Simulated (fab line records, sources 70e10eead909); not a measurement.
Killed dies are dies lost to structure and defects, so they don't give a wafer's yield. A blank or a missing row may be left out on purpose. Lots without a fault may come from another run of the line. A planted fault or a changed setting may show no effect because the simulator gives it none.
One fault seen from 3 desks | flow nand_harc | each desk has only its own numbers; what lay behind them comes last

THE DEFECT DESK
What the inspections along the route counted, lot by lot: means of the sampled wafers that have a number. A lot is out of limits, marked OUT, if its mean lies more than 4 standard deviations from the usual mean; the brackets give that distance.
Columns: A = raw_defect_count at NHARC_A_ZERO_WELL_INSPECT_17, usual 12
lot  | first seen here | A
L529 | day 6 23:38     | 10
L528 | day 7 00:35     | 13
L530 | day 7 16:48     | 9
L532 | day 8 08:02     | 13
L533 | day 8 21:25     | 16
L534 | day 9 02:15     | 18
L537 | day 10 10:30    | 12
L538 | day 11 00:26    | 6
L539 | day 11 09:01    | 10
L547 | day 14 14:22    | 429 (+77) OUT
L550 | day 16 00:15    | 12
L551 | day 16 07:23    | 8
This desk's finding: out of limits on L547; first on L547, day 14 14:22 (raw_defect_count at NHARC_A_ZERO_WELL_INSPECT_17). In limits: L529, L528, L530, L532, L533, L534, L537, L538, L539, L550, L551.

THE METROLOGY DESK
What the gauges read, lot by lot, whatever tool the lot ran on: means of the sampled wafers that have a number. A lot is out of limits, marked OUT, if its mean lies more than 4 standard deviations from the usual mean; the brackets give that distance.
Columns: A = thk_nm at NHARC_P_BONDPAD_THK_MEAS_20, usual 161.2 nm
lot  | first seen here | A
L529 | day 6 20:42     | 161.9
L528 | day 6 21:37     | 161.2
L530 | day 7 13:40     | 160.6
L532 | day 8 05:01     | 161.1
L533 | day 8 18:32     | 162.3
L534 | day 8 23:16     | 159.6
L537 | day 10 07:23    | 160.5
L538 | day 10 21:26    | 160.8
L539 | day 11 05:59    | 161.2
L547 | day 14 11:05    | 160.8
L550 | day 15 21:13    | 162.3
L551 | day 16 04:25    | 161.6
This desk's finding: nothing out of limits on any of the 12 lots.

THE TOOL OWNER'S DESK: rie_si-05
The tool's own readings at NHARC_A_ZERO_WELL_ETCH_13 (etches the open film in HBr/Cl2, target depth 120 nm, time 40.1 s): means of the sampled wafers that have a number, for each lot that ran on this tool. A lot is out of limits, marked OUT, if its mean lies more than 4 standard deviations from the usual mean; the brackets give that distance.
Columns: A = drypump_motor_current_A at NHARC_A_ZERO_WELL_ETCH_13, usual 5.7 A; B = oes_product_au at NHARC_A_ZERO_WELL_ETCH_13, usual 0.997 a.u.; C = throttle_valve_pct at NHARC_A_ZERO_WELL_ETCH_13, usual 26.406 %
lot  | first seen here | A   | B     | C
L528 | day 6 23:29     | 5.6 | 1.003 | 26.402
L534 | day 9 01:10     | 5.3 | 1.010 | 26.407
L537 | day 10 09:25    | 5.5 | 1.006 | 26.411
L538 | day 10 23:21    | 5.6 | 1.008 | 26.406
L547 | day 14 12:57    | 5.5 | 1.001 | 26.402
This desk's finding: nothing out of limits on any of the 5 lots.

PUT TOGETHER
The defect desk could have raised an alarm at day 14 14:22, on L547.
The metrology desk saw nothing out of limits.
The tool owner's desk saw nothing out of limits.
The metrology desk has L547 on record, within its limits.
The tool owner's desk has L547 on record, within its limits.
Of the lots named, all ran NHARC_A_ZERO_WELL_ETCH_13 on rie_si-05.

WHAT THE SIMULATOR HAD PUT IN
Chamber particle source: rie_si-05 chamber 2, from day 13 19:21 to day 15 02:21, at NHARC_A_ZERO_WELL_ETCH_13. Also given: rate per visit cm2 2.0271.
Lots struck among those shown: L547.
Hours from the fault's start to each desk's first reading out of limits: the defect desk, 19.
